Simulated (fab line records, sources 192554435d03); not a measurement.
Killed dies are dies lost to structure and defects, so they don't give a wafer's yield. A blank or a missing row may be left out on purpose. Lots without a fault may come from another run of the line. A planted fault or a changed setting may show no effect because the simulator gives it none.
Tool commonality check | flow n5_finfet | 10 lots, 30 wafers sampled

WHY IT WAS OPENED
At N5_SD_ACTIVATION_RS_MEAS_03 the reading RS_SD_P is flagged on 2 of 10 lots. Wafers without a fault read 56.1 ohm/sq, standard deviation 0.99.
Rule: a lot is flagged when every wafer of it that has a number lies more than 4 standard deviations from that mean, or none has a number. The other lots count as sound.

lot  | measured    | on            | RS_SD_P (ohm/sq), wafer by wafer | flag
L772 | day 3 12:11 | film_metro-01 | 55.3 55.7 55.7                   |
L774 | day 4 00:02 | film_metro-02 | 56.1 55.3 55.9                   |
L777 | day 4 17:18 | film_metro-02 | 56.1 57.0 56.6                   |
L779 | day 5 07:07 | film_metro-01 | 57.1 55.7 56.2                   |
L784 | day 6 08:56 | film_metro-02 | 54.5 55.1 54.4                   |
L785 | day 6 17:07 | film_metro-01 | 55.7 55.5 54.9                   |
L787 | day 7 05:00 | film_metro-02 | 55.8 55.1 54.3                   |
L791 | day 8 03:56 | film_metro-01 | 50.5 50.7 50.7                   | FLAGGED
L792 | day 8 09:35 | film_metro-02 | 50.6 50.2 49.8                   | FLAGGED
L795 | day 9 05:19 | film_metro-01 | 57.2 57.4 57.3                   |
The numbers of the flagged lots are 50.4 ohm/sq on average: -5.7 ohm/sq against the usual, or -6 standard deviations.

WHICH TOOL RAN EACH LOT
The record holds 2 process steps before the reading, out of a route of 1938 steps. In each cell: the tool, then ch and the chambers that the sampled wafers went through, then the start.
lot  | flag    | N5_SD_EPI_P_EPI_21             | N5_SD_ACTIVATION_LSA_01
L772 |         | epi_rpcvd-02 ch 0, day 3 09:35 | laser_anneal-01 ch 0, day 3 12:00
L774 |         | epi_rpcvd-01 ch 0, day 3 20:30 | laser_anneal-01 ch 0, day 3 23:50
L777 |         | epi_rpcvd-03 ch 0, day 4 14:30 | laser_anneal-02 ch 0, day 4 17:06
L779 |         | epi_rpcvd-02 ch 0, day 5 04:38 | laser_anneal-02 ch 0, day 5 06:55
L784 |         | epi_rpcvd-02 ch 0, day 6 07:09 | laser_anneal-01 ch 0, day 6 08:46
L785 |         | epi_rpcvd-03 ch 0, day 6 14:58 | laser_anneal-02 ch 0, day 6 16:55
L787 |         | epi_rpcvd-02 ch 0, day 7 02:12 | laser_anneal-02 ch 0, day 7 04:48
L791 | FLAGGED | epi_rpcvd-02 ch 0, day 8 01:08 | laser_anneal-02 ch 0, day 8 03:43
L792 | FLAGGED | epi_rpcvd-02 ch 0, day 8 06:32 | laser_anneal-01 ch 0, day 8 09:24
L795 |         | epi_rpcvd-01 ch 0, day 9 01:48 | laser_anneal-01 ch 0, day 9 05:07
What these steps do:
- N5_SD_EPI_P_EPI_21: deposits SiGe:B, time 355 s.
- N5_SD_ACTIVATION_LSA_01: time 0.0008 s.
- N5_SD_ACTIVATION_RS_MEAS_03: measures by four-point-probe.

FLAGGED OVER TOTAL, TOOL BY TOOL (the gauges that took the reading come last)
step                        | tool            | lots run | flagged | share of the flagged lots | sound lots run after its first flagged lot
N5_SD_EPI_P_EPI_21          | epi_rpcvd-01    | 2        | 0       | none                      | -
N5_SD_EPI_P_EPI_21          | epi_rpcvd-02    | 6        | 2       | all                       | 0
N5_SD_EPI_P_EPI_21          | epi_rpcvd-03    | 2        | 0       | none                      | -
N5_SD_ACTIVATION_LSA_01     | laser_anneal-01 | 5        | 1       | some                      | 1 (L795)
N5_SD_ACTIVATION_LSA_01     | laser_anneal-02 | 5        | 1       | some                      | 0
N5_SD_ACTIVATION_RS_MEAS_03 | film_metro-01   | 5        | 1       | some                      | 1 (L795)
N5_SD_ACTIVATION_RS_MEAS_03 | film_metro-02   | 5        | 1       | some                      | 0

WHAT THE TABLE ALLOWS
1 row of the table ran every flagged lot: epi_rpcvd-02 at N5_SD_EPI_P_EPI_21.
- epi_rpcvd-02 at N5_SD_EPI_P_EPI_21: 2 of its 6 lots flagged. Its last sound lot is L787 (day 7 02:12), its first flagged lot L791 (day 8 01:08): a fault that began between those two fits.
One tool is left: epi_rpcvd-02 at N5_SD_EPI_P_EPI_21.

WHAT THE SIMULATOR HAD PUT IN
Process parameter drift: epi_rpcvd-02, from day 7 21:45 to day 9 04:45, at N5_SD_EPI_P_EPI_21. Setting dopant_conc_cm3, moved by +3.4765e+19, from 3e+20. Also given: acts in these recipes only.
Lots struck among those shown: L791, L792. The rule above found the same.
